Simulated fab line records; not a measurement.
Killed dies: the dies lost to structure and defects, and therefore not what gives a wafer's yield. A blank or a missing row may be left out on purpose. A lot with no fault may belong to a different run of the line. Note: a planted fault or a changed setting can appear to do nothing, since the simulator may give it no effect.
fab line records | flow n5Finfet | part 1 of 2: steps 1 to 3 of 6
[record] lots = 20 | wafers = 60 | lastDay = 17
route steps=1938 shown BEOL_M3@953
lots untouched by any fault: they come from a run of this same line in which no faults occurred
startH: hours from the record's first day to the start of the lot's first wafer shown | waitH: hours since the lot's step before | " unchanged from the row above | L1.1+2: several wafers, shown together as one row | - either no value or no given start | * or withheld: withheld | < > ~ a bound
route shown NAME@n: NAME is a module with steps in the file, n the number in the route of the first one | usual: the fault-free wafers' mean and standard deviation | same: alike in all rows | chamber/n: place in a boat | sites: per-site readings | _std_site: the values' standard deviation | _edge_site: the outer-site mean with the inner-site mean subtracted | radiusMm: for every site, how far away it sits from the centre of the wafer | mask NAME#n: copy n | behind: the last tool/chamber to shape the wafer | hold: why the lot went on hold/how many hours it stayed there/how the hold came to an end | device: the n, p or np transistor that did not switch | end of line: tests run on the same wafers once the route is complete | step lacking rows: just its recipe | killed: dies lost to structure and defects at the first sort, not the wafer's yield | map: per-die view of a wafer (x killed, . not killed, _ where there is no die)
set.NAME: the setting the step ran with; set.NAME@STEP: the setting that earlier step ran with | model.NAME: the simulator's own value behind a step, which no gauge read
the route's steps for a sample of lots (tables are steps, rows are wafers)
services: when a tool's chamber went out of use (startH, in hours from the record's first day, below 0 if earlier), for how many hours, and the reason
[[steps]]
[step N5_BEOL_M3_STRIP_66]
[recipe] chemistry = CF4 | resist = SiARC | powerW = 300 | biasPowerW = 75 | pressureMtorr = 50 | cf4FlowSccm = 150 | rfFrequencyHz = 6e+07
[usual] cf4FlowSccm = 150.0/0.51 | drypumpMotorCurrentA = 5.9/0.43 | oesProductAu = 0.76/0.081 | rfFwdPowerW = 292.6/0.87 | rfVppV = 271.7/1.4 | showerheadPlenumPTorr = 1.82/0.048 | throttleValvePct = 13.63/0.28
lot.wafer | tool       | chamber | startH | waitH | cf4FlowSccm | drypumpMotorCurrentA | oesProductAu | rfFwdPowerW | rfHoursCounterH | rfVppV | showerheadPlenumPTorr | throttleValvePct
L076.1    | rieDiel-02 | 3       | 152.28 | 0.0   | 150.3       | 5.8                  | 0.69         | 293.5       | 200             | 270.3  | 1.77                  | 13.96
L076.3    | "          | 1       | "      | "     | 150.7       | 5.7                  | 0.72         | 292.8       | 182             | 270.8  | 1.74                  | 13.99
L076.5    | "          | 2       | "      | "     | 148.5       | 6.0                  | 0.74         | 292.0       | -               | 273.5  | 1.87                  | 13.70
L075.1    | rieDiel-03 | 0       | 157.90 | 0.0   | 150.7       | 6.1                  | 0.75         | 292.9       | 155             | 272.9  | 1.86                  | 13.50
L075.3    | "          | 1       | "      | "     | 150.4       | 5.7                  | 0.73         | 291.3       | 165             | 271.4  | 1.79                  | 13.86
L075.5    | "          | 2       | "      | "     | 150.9       | 6.4                  | 0.73         | 292.1       | -               | 270.9  | 1.81                  | 13.66
L077.1    | rieDiel-03 | 0       | 164.24 | 0.0   | 149.7       | 6.1                  | 0.75         | 293.2       | 157             | 272.1  | 1.86                  | 13.52
L077.3    | "          | 1       | "      | "     | 150.7       | 5.7                  | 0.74         | 292.1       | 167             | 269.7  | 1.79                  | 13.86
L077.6    | "          | 2       | "      | "     | 150.6       | 6.4                  | 0.73         | 291.9       | -               | 271.4  | 1.81                  | 13.67
L078.1    | rieDiel-03 | 2       | 174.57 | 0.0   | 149.2       | 6.4                  | 0.73         | 292.0       | 166             | 270.8  | 1.80                  | 13.68
L078.3    | "          | 3       | "      | "     | 149.8       | 6.6                  | 0.89         | 292.8       | 33              | 273.5  | 1.88                  | 13.28
L078.6    | "          | 2       | "      | "     | 150.5       | 6.4                  | 0.73         | 293.1       | -               | 272.2  | 1.81                  | 13.67
L079.1    | rieDiel-01 | 2       | 180.65 | 0.0   | 150.0       | 5.4                  | 0.85         | 292.8       | 64              | 272.6  | 1.81                  | 13.66
L079.3    | "          | 0       | "      | "     | 150.4       | 5.1                  | 0.73         | 292.5       | 174             | 271.8  | 1.87                  | 13.61
L079.6    | "          | 0       | "      | "     | 150.2       | 5.1                  | 0.73         | 294.5       | -               | 272.3  | 1.87                  | 13.62
L080.1    | rieDiel-01 | 3       | 185.04 | 0.0   | 150.3       | 6.3                  | 0.68         | 291.5       | 245             | 269.3  | 1.77                  | 13.77
L080.3    | "          | 0       | "      | "     | 150.3       | 5.1                  | 0.72         | 292.4       | 176             | 271.6  | 1.87                  | 13.61
L080.5    | "          | 0       | "      | "     | 151.1       | 5.1                  | 0.72         | 292.5       | -               | 273.0  | 1.87                  | 13.62
L081.2    | rieDiel-02 | 2       | 185.09 | 0.0   | 149.5       | 6.0                  | 0.74         | 291.4       | 179             | 271.4  | 1.86                  | 13.73
L081.3    | "          | 1       | "      | "     | 149.5       | 5.7                  | 0.71         | 290.5       | 192             | 270.1  | 1.74                  | 14.00
L081.5    | "          | 2       | "      | "     | 149.9       | 5.9                  | 0.73         | 292.2       | -               | 273.5  | 1.86                  | 13.72
L083.2    | rieDiel-02 | 1       | 203.60 | 0.0   | 149.3       | 5.7                  | 0.71         | 293.0       | 198             | 269.7  | 1.74                  | 14.03
L083.4    | "          | 1       | "      | "     | 149.8       | 5.7                  | 0.71         | 293.0       | -               | 269.7  | 1.74                  | 14.01
L083.5    | "          | 2       | "      | "     | 149.4       | 6.0                  | 0.73         | 293.2       | -               | 272.3  | 1.86                  | 13.76
L082.1    | rieDiel-03 | 0       | 203.65 | 0.0   | 148.9       | 6.1                  | 0.75         | 292.0       | 167             | 271.3  | 1.86                  | 13.54
L082.2    | "          | 3       | "      | "     | 150.0       | 6.6                  | 0.88         | 291.5       | 40              | 273.3  | 1.88                  | 13.30
L082.3    | "          | 1       | "      | "     | 150.2       | 5.7                  | 0.72         | 292.7       | 177             | 271.8  | 1.79                  | 13.88
L084.2    | rieDiel-02 | 3       | 204.05 | 0.0   | 149.5       | 5.7                  | 0.67         | 292.0       | 218             | 271.0  | 1.76                  | 14.04
L084.3    | "          | 1       | "      | "     | 150.4       | 5.7                  | 0.70         | 293.3       | 198             | 269.0  | 1.74                  | 14.02
L084.5    | "          | 1       | "      | "     | 150.3       | 5.7                  | 0.71         | 293.9       | -               | 268.7  | 1.74                  | 14.03
L085.3    | rieDiel-03 | 1       | 209.17 | 0.0   | 149.7       | 5.7                  | 0.72         | 293.1       | 179             | 271.3  | 1.79                  | 13.87
L085.4    | "          | 0       | "      | "     | 150.0       | 6.1                  | 0.75         | 293.6       | 169             | 273.7  | 1.86                  | 13.55
L085.6    | "          | 1       | "      | "     | 149.6       | 5.7                  | 0.71         | 293.2       | -               | 270.0  | 1.79                  | 13.88
L086.1    | rieDiel-03 | 2       | 220.93 | 0.0   | 150.9       | 6.4                  | 0.72         | 292.2       | 178             | 272.7  | 1.80                  | 13.70
L086.3    | "          | 0       | "      | "     | 149.8       | 6.1                  | 0.74         | 291.4       | 170             | 274.2  | 1.86                  | 13.55
L086.4    | "          | 1       | "      | "     | 149.6       | 5.7                  | 0.71         | 293.1       | 182             | 270.8  | 1.79                  | 13.90
L087.1    | rieDiel-03 | 1       | 227.84 | 0.0   | 149.5       | 5.7                  | 0.72         | 291.7       | 184             | 270.1  | 1.79                  | 13.90
L087.3    | "          | 3       | "      | "     | 149.2       | 6.6                  | 0.88         | 291.2       | 47              | 273.5  | 1.88                  | 13.32
L087.6    | "          | 0       | "      | "     | 149.6       | 6.1                  | 0.74         | 291.9       | -               | 273.2  | 1.86                  | 13.55
L088.1    | rieDiel-01 | 0       | 232.15 | 0.0   | 148.9       | 5.1                  | 0.71         | 292.9       | 195             | 271.4  | 1.86                  | 13.66
L088.3    | "          | 2       | "      | "     | 150.8       | 5.4                  | 0.82         | 293.6       | 84              | 272.3  | 1.80                  | 13.70
L088.5    | "          | 2       | "      | "     | 150.6       | 5.4                  | 0.83         | 293.7       | -               | 271.4  | 1.80                  | 13.69
L091.2    | rieDiel-02 | 0       | 242.90 | 0.0   | 150.8       | 5.9                  | 0.93         | 291.5       | 7               | 270.3  | 1.81                  | 13.13
L091.3    | "          | 1       | "      | "     | 150.4       | 5.7                  | 0.69         | 292.2       | 212             | 269.3  | 1.74                  | 14.06
L091.4    | "          | 3       | "      | "     | 150.0       | 5.7                  | 0.68         | 294.7       | 229             | 270.9  | 1.76                  | 14.02
L093.2    | rieDiel-01 | 2       | 266.08 | 0.0   | 150.6       | 5.4                  | 0.80         | 294.0       | 97              | 271.1  | 1.80                  | 13.74
L093.4    | "          | 1       | "      | "     | 151.2       | 5.6                  | 0.90         | 293.5       | -               | 271.6  | 1.74                  | 13.02
L093.5    | "          | 0       | "      | "     | 150.1       | 5.1                  | 0.70         | 292.8       | -               | 273.6  | 1.86                  | 13.69
L092.2    | rieDiel-03 | 0       | 267.23 | 0.0   | 150.0       | 6.1                  | 0.73         | 291.6       | 184             | 271.1  | 1.86                  | 13.58
L092.5    | "          | 3       | "      | "     | 150.1       | 6.6                  | 0.86         | 292.0       | -               | 275.4  | 1.88                  | 13.34
L092.6    | "          | 0       | "      | "     | 150.0       | 6.2                  | 0.74         | 290.6       | -               | 271.5  | 1.86                  | 13.57
L095.1    | rieDiel-02 | 0       | 274.82 | 0.0   | 150.2       | 5.9                  | 0.89         | 292.3       | 15              | 272.1  | 1.80                  | 13.15
L095.3    | "          | 2       | "      | "     | 150.3       | 6.0                  | 0.71         | 292.0       | 206             | 272.6  | 1.86                  | 13.79
L095.4    | "          | 3       | "      | "     | 150.1       | 5.7                  | 0.66         | 291.7       | 238             | 270.7  | 1.76                  | 14.06
L094.1    | rieDiel-01 | 1       | 280.09 | 0.0   | 149.0       | 5.6                  | 0.89         | 292.5       | 26              | 270.5  | 1.74                  | 13.04
L094.4    | "          | 0       | "      | "     | 150.9       | 5.1                  | 0.70         | 291.9       | 213             | 272.0  | 1.86                  | 13.68
L094.6    | "          | 2       | "      | "     | 150.4       | 5.4                  | 0.81         | 292.6       | -               | 270.2  | 1.80                  | 13.73
L097.2    | rieDiel-03 | 3       | 282.51 | 0.0   | 150.6       | 6.6                  | 0.85         | 292.3       | 63              | 274.8  | 1.87                  | 13.35
L097.5    | "          | 1       | "      | "     | 150.6       | 5.7                  | 0.71         | 292.4       | -               | 270.8  | 1.78                  | 13.93
L097.6    | "          | 0       | "      | "     | 149.9       | 6.1                  | 0.73         | 293.3       | -               | 272.4  | 1.85                  | 13.60
[step N5_BEOL_M3_ETCHBACK_99]
[recipe] chemistry = CHF3 | target = SiO2 | targetDepthA = 50 | timeS = 10.4 | sourceW = 215 | biasW = 47 | Ar_flow_sccm = 200 | CHF3_flow_sccm = 12 | ionEnergyEv = 100 | pressureMtorr = 30
[usual] drypumpMotorCurrentA = 5.8/0.38 | oes_f_703_au = 0.77/0.091 | oesProductAu = 0.76/0.087 | rfFwdPowerW = 212.6/0.9 | rfVppV = 239/8.6 | showerheadPlenumPTorr = 2.16/0.064 | throttleValvePct = 17.14/0.26
lot.wafer | tool       | chamber | startH | waitH | drypumpMotorCurrentA | oes_f_703_au | oesProductAu | rfFwdPowerW | rfHoursCounterH | rfVppV | showerheadPlenumPTorr | throttleValvePct
L076.1    | rieDiel-01 | 2       | 156.59 | 3.1   | 5.4                  | 0.87         | 0.88         | 211.6       | 55              | 248    | 2.17                  | 17.15
L076.3    | "          | 0       | "      | "     | 5.1                  | 0.76         | 0.75         | 211.5       | 167             | 234    | 2.24                  | 17.05
L076.5    | "          | 3       | "      | "     | 6.3                  | 0.69         | 0.68         | 211.7       | -               | 239    | 2.11                  | 17.14
L075.1    | rieDiel-02 | 3       | 161.77 | 2.4   | 5.8                  | 0.68         | 0.71         | 213.5       | 203             | 253    | 2.12                  | 17.46
L075.3    | "          | 0       | "      | "     | 5.9                  | 0.70         | 0.70         | 213.1       | 238             | 251    | 2.18                  | 17.18
L075.5    | "          | 0       | "      | "     | 5.9                  | 0.70         | 0.70         | 212.5       | -               | 252    | 2.18                  | 17.16
L077.1    | rieDiel-01 | 3       | 169.91 | 4.6   | 6.4                  | 0.69         | 0.67         | 212.9       | 240             | 238    | 2.11                  | 17.13
L077.3    | "          | 0       | "      | "     | 5.1                  | 0.76         | 0.75         | 212.5       | 172             | 233    | 2.24                  | 17.06
L077.6    | "          | 3       | "      | "     | 6.4                  | 0.69         | 0.67         | 212.8       | -               | 240    | 2.11                  | 17.13
L078.1    | rieDiel-01 | 0       | 178.16 | 2.0   | 5.1                  | 0.76         | 0.74         | 213.8       | 174             | 236    | 2.24                  | 17.06
L078.3    | "          | 3       | "      | "     | 6.4                  | 0.69         | 0.67         | 212.7       | 242             | 240    | 2.11                  | 17.15
L078.6    | "          | 2       | "      | "     | 5.4                  | 0.85         | 0.87         | 212.8       | -               | 247    | 2.17                  | 17.16
L079.1    | rieDiel-03 | 1       | 189.76 | 8.1   | 5.7                  | 0.73         | 0.72         | 211.9       | 174             | 235    | 2.13                  | 17.29
L079.3    | "          | 2       | "      | "     | 6.4                  | 0.74         | 0.72         | 212.1       | 170             | 245    | 2.14                  | 17.07
L079.6    | "          | 1       | "      | "     | 5.7                  | 0.73         | 0.72         | 211.2       | -               | 236    | 2.13                  | 17.30
L081.2    | rieDiel-02 | 2       | 189.76 | 3.3   | 6.0                  | 0.74         | 0.75         | 212.5       | 180             | 240    | 2.24                  | 17.21
L081.3    | "          | 1       | "      | "     | 5.7                  | 0.71         | 0.71         | 211.6       | 193             | 229    | 2.06                  | 17.39
L081.5    | "          | 3       | "      | "     | 5.8                  | 0.67         | 0.69         | 213.5       | -               | 251    | 2.12                  | 17.49
L080.1    | rieDiel-01 | 3       | 189.88 | 3.8   | 6.3                  | 0.69         | 0.67         | 212.1       | 246             | 239    | 2.11                  | 17.16
L080.3    | "          | 0       | "      | "     | 5.1                  | 0.76         | 0.74         | 212.4       | 177             | 234    | 2.24                  | 17.07
L080.5    | "          | 2       | "      | "     | 5.4                  | 0.86         | 0.86         | 211.3       | -               | 246    | 2.17                  | 17.17
L082.1    | rieDiel-02 | 2       | 212.71 | 7.8   | 6.0                  | 0.74         | 0.74         | 213.0       | 188             | 240    | 2.24                  | 17.23
L082.2    | "          | 3       | "      | "     | 5.8                  | 0.67         | 0.69         | 213.8       | 221             | 250    | 2.11                  | 17.51
L082.3    | "          | 1       | "      | "     | 5.7                  | 0.71         | 0.70         | 212.6       | 201             | 230    | 2.06                  | 17.41
L084.2    | rieDiel-02 | 2       | 216.95 | 12.0  | 6.0                  | 0.72         | 0.74         | 212.1       | 189             | 239    | 2.24                  | 17.23
L084.3    | "          | 3       | "      | "     | 5.8                  | 0.67         | 0.69         | 212.5       | 222             | 250    | 2.11                  | 17.51
L084.5    | "          | 2       | "      | "     | 6.0                  | 0.74         | 0.74         | 212.3       | -               | 239    | 2.23                  | 17.23
L083.2    | rieDiel-03 | 1       | 216.98 | 12.2  | 5.7                  | 0.72         | 0.71         | 210.9       | 180             | 235    | 2.12                  | 17.30
L083.4    | "          | 3       | "      | "     | 6.6                  | 0.85         | 0.88         | 213.1       | -               | 242    | 2.28                  | 16.88
L083.5    | "          | 2       | "      | "     | 6.4                  | 0.74         | 0.73         | 212.0       | -               | 243    | 2.14                  | 17.06
L085.3    | rieDiel-03 | 2       | 220.02 | 9.7   | 6.4                  | 0.73         | 0.73         | 210.4       | 177             | 244    | 2.14                  | 17.07
L085.4    | "          | 3       | "      | "     | 6.6                  | 0.85         | 0.87         | 214.5       | 45              | 242    | 2.28                  | 16.85
L085.6    | "          | 2       | "      | "     | 6.4                  | 0.73         | 0.72         | 210.8       | -               | 244    | 2.14                  | 17.06
L086.1    | rieDiel-02 | 1       | 223.37 | 1.2   | 5.7                  | 0.71         | 0.69         | 212.1       | 204             | 228    | 2.06                  | 17.41
L086.3    | "          | 2       | "      | "     | 6.0                  | 0.73         | 0.74         | 212.8       | 191             | 238    | 2.23                  | 17.24
L086.4    | "          | 0       | "      | "     | 6.0                  | 0.99         | 1.01         | 212.3       | 0               | 252    | 2.18                  | 16.62
L087.1    | rieDiel-01 | 1       | 230.64 | 1.5   | 5.6                  | 1.00         | 0.95         | 214.2       | 8               | 224    | 2.10                  | 16.53
L087.3    | "          | 2       | "      | "     | 5.4                  | 0.84         | 0.86         | 211.5       | 84              | 244    | 2.16                  | 17.21
L087.6    | "          | 0       | "      | "     | 5.1                  | 0.75         | 0.72         | 212.0       | -               | 234    | 2.23                  | 17.09
L088.1    | rieDiel-03 | 0       | 234.94 | 1.9   | 6.1                  | 0.74         | 0.73         | 214.3       | 174             | 235    | 2.22                  | 16.90
L088.3    | "          | 3       | "      | "     | 6.6                  | 0.84         | 0.86         | 212.6       | 48              | 242    | 2.28                  | 16.89
L088.5    | "          | 0       | "      | "     | 6.1                  | 0.73         | 0.73         | 214.1       | -               | 233    | 2.22                  | 16.91
L091.2    | rieDiel-01 | 2       | 246.16 | 2.2   | 5.4                  | 0.83         | 0.83         | 212.6       | 89              | 247    | 2.16                  | 17.22
L091.3    | "          | 1       | "      | "     | 5.7                  | 0.99         | 0.93         | 213.4       | 13              | 225    | 2.10                  | 16.52
L091.4    | "          | 0       | "      | "     | 5.1                  | 0.74         | 0.72         | 211.9       | -               | 234    | 2.23                  | 17.12
L093.2    | rieDiel-01 | 2       | 268.67 | 1.3   | 5.4                  | 0.83         | 0.82         | 211.3       | 98              | 246    | 2.16                  | 17.24
L093.4    | "          | 1       | "      | "     | 5.7                  | 0.96         | 0.91         | 213.4       | -               | 222    | 2.10                  | 16.56
L093.5    | "          | 2       | "      | "     | 5.4                  | 0.82         | 0.82         | 210.9       | -               | 245    | 2.16                  | 17.23
L092.2    | rieDiel-01 | 0       | 269.26 | 1.1   | 5.1                  | 0.73         | 0.71         | 211.3       | 209             | 235    | 2.23                  | 17.10
L092.5    | "          | 2       | "      | "     | 5.4                  | 0.83         | 0.83         | 212.5       | -               | 245    | 2.16                  | 17.23
L092.6    | "          | 0       | "      | "     | 5.1                  | 0.73         | 0.72         | 211.5       | -               | 235    | 2.23                  | 17.12
L095.1    | rieDiel-02 | 2       | 276.33 | 0.1   | 6.0                  | 0.72         | 0.72         | 212.5       | 207             | 238    | 2.23                  | 17.27
L095.3    | "          | 1       | "      | "     | 5.7                  | 0.70         | 0.68         | 212.3       | 220             | 229    | 2.05                  | 17.44
L095.4    | "          | 0       | "      | "     | 5.9                  | 0.92         | 0.93         | 212.8       | 16              | 251    | 2.17                  | 16.65
L094.1    | rieDiel-02 | 0       | 281.37 | 0.1   | 5.9                  | 0.92         | 0.93         | 213.7       | 17              | 251    | 2.17                  | 16.66
L094.4    | "          | 2       | "      | "     | 6.0                  | 0.72         | 0.72         | 213.9       | 209             | 240    | 2.23                  | 17.28
L094.6    | "          | 0       | "      | "     | 5.9                  | 0.92         | 0.93         | 213.2       | -               | 254    | 2.17                  | 16.65
L097.2    | rieDiel-03 | 3       | 283.56 | 0.1   | 6.5                  | 0.83         | 0.84         | 213.3       | 63              | 242    | 2.28                  | 16.91
L097.5    | "          | 3       | "      | "     | 6.6                  | 0.83         | 0.84         | 213.9       | -               | 241    | 2.28                  | 16.91
L097.6    | "          | 2       | "      | "     | 6.4                  | 0.72         | 0.71         | 211.6       | -               | 245    | 2.13                  | 17.09
[step N5_BEOL_M3_VIA_ETCH_34]
[recipe] chemistry = C4F6/O2 | targetDepthA = 694 | maskMaterial = SOC | pressureMtorr = 15 | ionEnergyEv = 250 | taperDeg = 4 | timeS = 65.9 | sourceW = 350 | biasW = 170 | Ar_flow_sccm = 300 | C4F6_flow_sccm = 10 | O2_flow_sccm = 10
[usual] drypumpMotorCurrentA = 5.8/0.38 | oes_f_703_au = 0.77/0.093 | oesProductAu = 0.76/0.087 | rfFwdPowerW = 347.4/1.3 | rfVppV = 662/23 | showerheadPlenumPTorr = 2.85/0.082 | throttleValvePct = 30.8/0.34
lot.wafer | tool       | chamber | startH | waitH | drypumpMotorCurrentA | oes_f_703_au | oesProductAu | rfFwdPowerW | rfHoursCounterH | rfVppV | showerheadPlenumPTorr | throttleValvePct
L076.1    | rieDiel-01 | 2       | 156.72 | 0.0   | 5.4                  | 0.88         | 0.88         | 345.4       | 55              | 683    | 2.87                  | 30.9
L076.3    | "          | 0       | "      | "     | 5.1                  | 0.77         | 0.75         | 346.3       | 167             | 651    | 2.96                  | 30.7
L076.5    | "          | 3       | "      | "     | 6.3                  | 0.69         | 0.68         | 349.2       | -               | 662    | 2.79                  | 30.7
L075.1    | rieDiel-02 | 3       | 161.91 | 0.0   | 5.8                  | 0.68         | 0.71         | 347.7       | 203             | 693    | 2.80                  | 31.2
L075.3    | "          | 0       | "      | "     | 6.0                  | 0.71         | 0.70         | 347.1       | 238             | 697    | 2.88                  | 30.8
L075.5    | "          | 0       | "      | "     | 6.0                  | 0.71         | 0.70         | 346.5       | -               | 697    | 2.88                  | 30.8
L077.1    | rieDiel-01 | 3       | 170.04 | 0.0   | 6.3                  | 0.68         | 0.68         | 346.6       | 240             | 660    | 2.78                  | 30.7
L077.3    | "          | 0       | "      | "     | 5.1                  | 0.76         | 0.75         | 346.3       | 172             | 650    | 2.96                  | 30.7
L077.6    | "          | 3       | "      | "     | 6.4                  | 0.69         | 0.67         | 347.0       | -               | 659    | 2.78                  | 30.7
L078.1    | rieDiel-01 | 0       | 178.29 | 0.0   | 5.1                  | 0.76         | 0.76         | 346.7       | 174             | 650    | 2.96                  | 30.7
L078.3    | "          | 3       | "      | "     | 6.4                  | 0.68         | 0.67         | 349.3       | 242             | 661    | 2.78                  | 30.7
L078.6    | "          | 2       | "      | "     | 5.4                  | 0.87         | 0.88         | 346.3       | -               | 681    | 2.86                  | 31.0
L079.1    | rieDiel-03 | 1       | 189.90 | 0.0   | 5.7                  | 0.73         | 0.71         | 346.0       | 174             | 652    | 2.81                  | 31.1
L079.3    | "          | 2       | "      | "     | 6.4                  | 0.74         | 0.73         | 346.2       | 170             | 675    | 2.83                  | 30.6
L079.6    | "          | 1       | "      | "     | 5.7                  | 0.73         | 0.71         | 347.6       | -               | 652    | 2.81                  | 31.1
L081.2    | rieDiel-02 | 2       | 189.90 | 0.0   | 6.0                  | 0.75         | 0.75         | 348.5       | 180             | 661    | 2.95                  | 31.1
L081.3    | "          | 1       | "      | "     | 5.7                  | 0.73         | 0.71         | 346.2       | 193             | 635    | 2.73                  | 31.0
L081.5    | "          | 3       | "      | "     | 5.7                  | 0.68         | 0.70         | 349.6       | -               | 694    | 2.80                  | 31.3
L080.1    | rieDiel-01 | 3       | 190.02 | 0.0   | 6.4                  | 0.68         | 0.67         | 345.8       | 246             | 659    | 2.78                  | 30.7
L080.3    | "          | 0       | "      | "     | 5.1                  | 0.76         | 0.74         | 347.0       | 177             | 651    | 2.96                  | 30.7
L080.5    | "          | 2       | "      | "     | 5.4                  | 0.86         | 0.87         | 346.9       | -               | 681    | 2.86                  | 30.9
L082.1    | rieDiel-02 | 2       | 212.85 | 0.0   | 6.0                  | 0.73         | 0.74         | 347.8       | 188             | 662    | 2.95                  | 31.1
L082.2    | "          | 3       | "      | "     | 5.8                  | 0.66         | 0.70         | 347.4       | 221             | 693    | 2.79                  | 31.3
L082.3    | "          | 1       | "      | "     | 5.7                  | 0.72         | 0.70         | 348.6       | 201             | 634    | 2.73                  | 31.0
L084.2    | rieDiel-02 | 2       | 217.08 | 0.0   | 6.0                  | 0.74         | 0.73         | 346.2       | 189             | 661    | 2.95                  | 31.1
L084.3    | "          | 3       | "      | "     | 5.8                  | 0.67         | 0.69         | 348.6       | 222             | 695    | 2.79                  | 31.3
L084.5    | "          | 2       | "      | "     | 6.0                  | 0.73         | 0.74         | 347.2       | -               | 660    | 2.95                  | 31.1
L083.2    | rieDiel-03 | 1       | 217.12 | 0.0   | 5.7                  | 0.73         | 0.72         | 346.4       | 180             | 654    | 2.81                  | 31.1
L083.4    | "          | 3       | "      | "     | 6.6                  | 0.85         | 0.86         | 350.3       | -               | 669    | 3.01                  | 30.5
L083.5    | "          | 2       | "      | "     | 6.4                  | 0.74         | 0.72         | 346.6       | -               | 674    | 2.83                  | 30.6
L085.3    | rieDiel-03 | 2       | 220.16 | 0.0   | 6.4                  | 0.74         | 0.73         | 345.3       | 177             | 675    | 2.82                  | 30.6
L085.4    | "          | 3       | "      | "     | 6.6                  | 0.86         | 0.86         | 348.9       | 45              | 672    | 3.01                  | 30.5
L085.6    | "          | 2       | "      | "     | 6.4                  | 0.74         | 0.73         | 346.7       | -               | 674    | 2.82                  | 30.7
L086.1    | rieDiel-02 | 1       | 223.51 | 0.0   | 5.7                  | 0.72         | 0.70         | 347.7       | 205             | 636    | 2.73                  | 31.0
L086.3    | "          | 2       | "      | "     | 6.0                  | 0.73         | 0.75         | 347.9       | 191             | 661    | 2.95                  | 31.1
L086.4    | "          | 0       | "      | "     | 5.9                  | 1.00         | 0.99         | 346.8       | 0               | 695    | 2.88                  | 30.1
L087.1    | rieDiel-01 | 1       | 230.77 | 0.0   | 5.6                  | 1.00         | 0.96         | 348.6       | 8               | 621    | 2.78                  | 30.2
L087.3    | "          | 2       | "      | "     | 5.4                  | 0.84         | 0.84         | 346.1       | 84              | 680    | 2.85                  | 31.0
L087.6    | "          | 0       | "      | "     | 5.1                  | 0.75         | 0.73         | 349.0       | -               | 650    | 2.95                  | 30.7
L088.1    | rieDiel-03 | 0       | 235.08 | 0.0   | 6.1                  | 0.74         | 0.72         | 347.5       | 174             | 646    | 2.93                  | 30.3
L088.3    | "          | 3       | "      | "     | 6.6                  | 0.85         | 0.87         | 348.3       | 48              | 671    | 3.01                  | 30.5
L088.5    | "          | 0       | "      | "     | 6.1                  | 0.74         | 0.73         | 347.1       | -               | 646    | 2.93                  | 30.3
L091.2    | rieDiel-01 | 2       | 246.30 | 0.0   | 5.4                  | 0.84         | 0.83         | 345.3       | 90              | 681    | 2.85                  | 31.0
L091.3    | "          | 1       | "      | "     | 5.7                  | 1.00         | 0.93         | 348.4       | 14              | 619    | 2.78                  | 30.2
L091.4    | "          | 0       | "      | "     | 5.1                  | 0.75         | 0.71         | 348.4       | -               | 649    | 2.94                  | 30.7
L093.2    | rieDiel-01 | 2       | 268.81 | 0.0   | 5.4                  | 0.83         | 0.83         | 346.5       | 98              | 681    | 2.85                  | 31.0
L093.4    | "          | 1       | "      | "     | 5.7                  | 0.97         | 0.91         | 348.6       | -               | 622    | 2.77                  | 30.2
L093.5    | "          | 2       | "      | "     | 5.4                  | 0.83         | 0.84         | 347.1       | -               | 682    | 2.85                  | 31.0
L092.2    | rieDiel-01 | 0       | 269.40 | 0.0   | 5.1                  | 0.74         | 0.71         | 346.1       | 209             | 650    | 2.94                  | 30.7
L092.5    | "          | 2       | "      | "     | 5.4                  | 0.83         | 0.83         | 346.0       | -               | 681    | 2.85                  | 31.0
L092.6    | "          | 0       | "      | "     | 5.1                  | 0.74         | 0.71         | 349.0       | -               | 650    | 2.94                  | 30.7
L095.1    | rieDiel-02 | 2       | 276.46 | 0.0   | 6.0                  | 0.72         | 0.72         | 346.0       | 207             | 661    | 2.94                  | 31.1
L095.3    | "          | 1       | "      | "     | 5.7                  | 0.71         | 0.69         | 348.0       | 220             | 634    | 2.72                  | 31.1
L095.4    | "          | 0       | "      | "     | 6.0                  | 0.94         | 0.94         | 347.7       | 16              | 698    | 2.87                  | 30.1
L094.1    | rieDiel-02 | 0       | 281.51 | 0.0   | 5.9                  | 0.93         | 0.92         | 347.4       | 17              | 696    | 2.87                  | 30.1
L094.4    | "          | 2       | "      | "     | 6.0                  | 0.72         | 0.72         | 346.6       | 209             | 660    | 2.94                  | 31.1
L094.6    | "          | 0       | "      | "     | 6.0                  | 0.93         | 0.93         | 348.0       | -               | 697    | 2.87                  | 30.1
L097.2    | rieDiel-03 | 3       | 283.70 | 0.0   | 6.6                  | 0.83         | 0.84         | 348.2       | 63              | 669    | 3.00                  | 30.6
L097.5    | "          | 3       | "      | "     | 6.6                  | 0.83         | 0.84         | 349.6       | -               | 670    | 3.00                  | 30.6
L097.6    | "          | 2       | "      | "     | 6.4                  | 0.73         | 0.71         | 345.7       | -               | 675    | 2.82                  | 30.6
